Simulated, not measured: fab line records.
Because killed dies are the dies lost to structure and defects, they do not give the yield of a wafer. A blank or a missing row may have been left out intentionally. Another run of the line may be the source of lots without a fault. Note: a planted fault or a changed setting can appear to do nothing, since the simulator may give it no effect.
Comparing a struck lot with a sound one | flow n5 finfet | 14 out of 1938 route steps
Sound: the wafers L502.2, L502.4, L502.6. Wafers L504.1, L504.2, L504.4 were the ones struck. The cause is given at the end.
Per side, at each step with rows, come the tool, then ch with its chambers, and then its first start. Under that, the readings that differ: sound wafers | struck wafers | difference of the means | sigmas: that difference in standard deviations of wafers without a fault.
alike: a reading whose means differ by less than 2 such deviations, as well as words and numbers matching on both sides. not compared: withheld readings; readings where some wafer has no value; bounds like >300 that might hide an equal value; numbers whose values overlap and for which the record gives no deviation.
Wherever a step has rows on one side only, a row that says differs or no value, or a row with sigmas, the two part there. Non-overlapping numbers with no deviation appear without sigmas and do not part them. Lack of a reading on every wafer of one side parts them only where that side has two or more wafers.

first, 11 steps without rows for these wafers: N5_MOL_CONTACT_COAG_DESCUM_13 (chemistry O2, time 7 s); N5_MOL_CONTACT_COAG_ETCH_59 (etches underlayer in N2/H2, target depth 13 nm, time 10.4 s); N5_MOL_CONTACT_COAG_ETCH_105 (etches SiARC in CF4, target depth 15.6 nm, time 26 s); N5_MOL_CONTACT_COAG_ETCH_106 (etches SOC in N2/H2, target depth 80 nm, overetch 16 nm, time 120 s); N5_MOL_CONTACT_COAG_STRIP_107 (strips in N2/H2); N5_MOL_CONTACT_COAG_STRIP_108 (strips in N2/H2); N5_MOL_CONTACT_COAG_CONTACT_ETCH_14 (etches SiO2 in C4F6/O2, target depth 27.5 nm, overetch 8.5 nm, time 20 s); N5_MOL_CONTACT_COAG_STRIP_109 (strips in C4F6/O2); N5_MOL_CONTACT_COAG_ETCH_15 (etches SiNx in CH3F/O2, stops on Si:P, target depth 7 nm); N5_MOL_CONTACT_COAG_ETCH_110 (etches Si in CF4/O2, target depth 2.5 nm, time 8 s); N5_MOL_CONTACT_COAG_STRIP_98 (strips in N2/H2).
N5_MOL_CONTACT_COAG_IMPLANT_129:
  sound on implanter-02 ch 0, day 6 07:33; struck on implanter-02 ch 0, day 6 19:05
  reading                          | sound                 | struck                    | difference | sigmas
  beam energy keV                  | 2.9989 2.9973 2.9971  | 7.4145 7.4146 7.4140      | +4.4166    | +99 or more
  end station pressure torr (Torr) | 5.8e-06 6.3e-06 6e-06 | 1.06e-05 1.14e-05 9.2e-06 | +4.37e-06  | +13
  model.implant.rp nm (nm)         | 6.283 6.283 6.283     | 10.29 10.29 10.29         | +4.01      |
  model.implant.drp nm (nm)        | 2.134 2.134 2.134     | 3.767 3.767 3.767         | +1.633     |
  alike: rotation deg
then, 1 step without rows for these wafers: N5_MOL_CONTACT_COAG_PRECLEAN_111 (cleans in NF3:NH3, afs cycles 1, time 20 s, sublimation time 60 s).
-- record jumps: 4 days separate the struck wafers' starts on either side; left off in module MOL_CONTACT_COAG, taken up again in module BEOL_M4, whose first shown step is the route's number 1111 --
N5_BEOL_M4_RC_MEAS_101:
  sound on prober-01 ch 0, day 9 21:11; struck on prober-02 ch 0, day 10 10:37
  reading   | sound             | struck            | difference | sigmas
  VT_N (mV) | 257.2 252.4 255.2 | 249.7 249.7 249.6 | -5.3       | -2
  alike: DIBL_N, DIBL_P, IOFF_N, IOFF_P, ION_N, ION_P, SS_N, SS_P, VT_P

== WHERE THEY PART ==
Last at N5_BEOL_M4_RC_MEAS_101 as far as this record goes, first at N5_MOL_CONTACT_COAG_IMPLANT_129.

WHY: whatever the simulator had introduced
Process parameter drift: implanter-02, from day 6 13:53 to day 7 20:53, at N5_MOL_CONTACT_COAG_IMPLANT_129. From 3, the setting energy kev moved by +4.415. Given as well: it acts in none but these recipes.
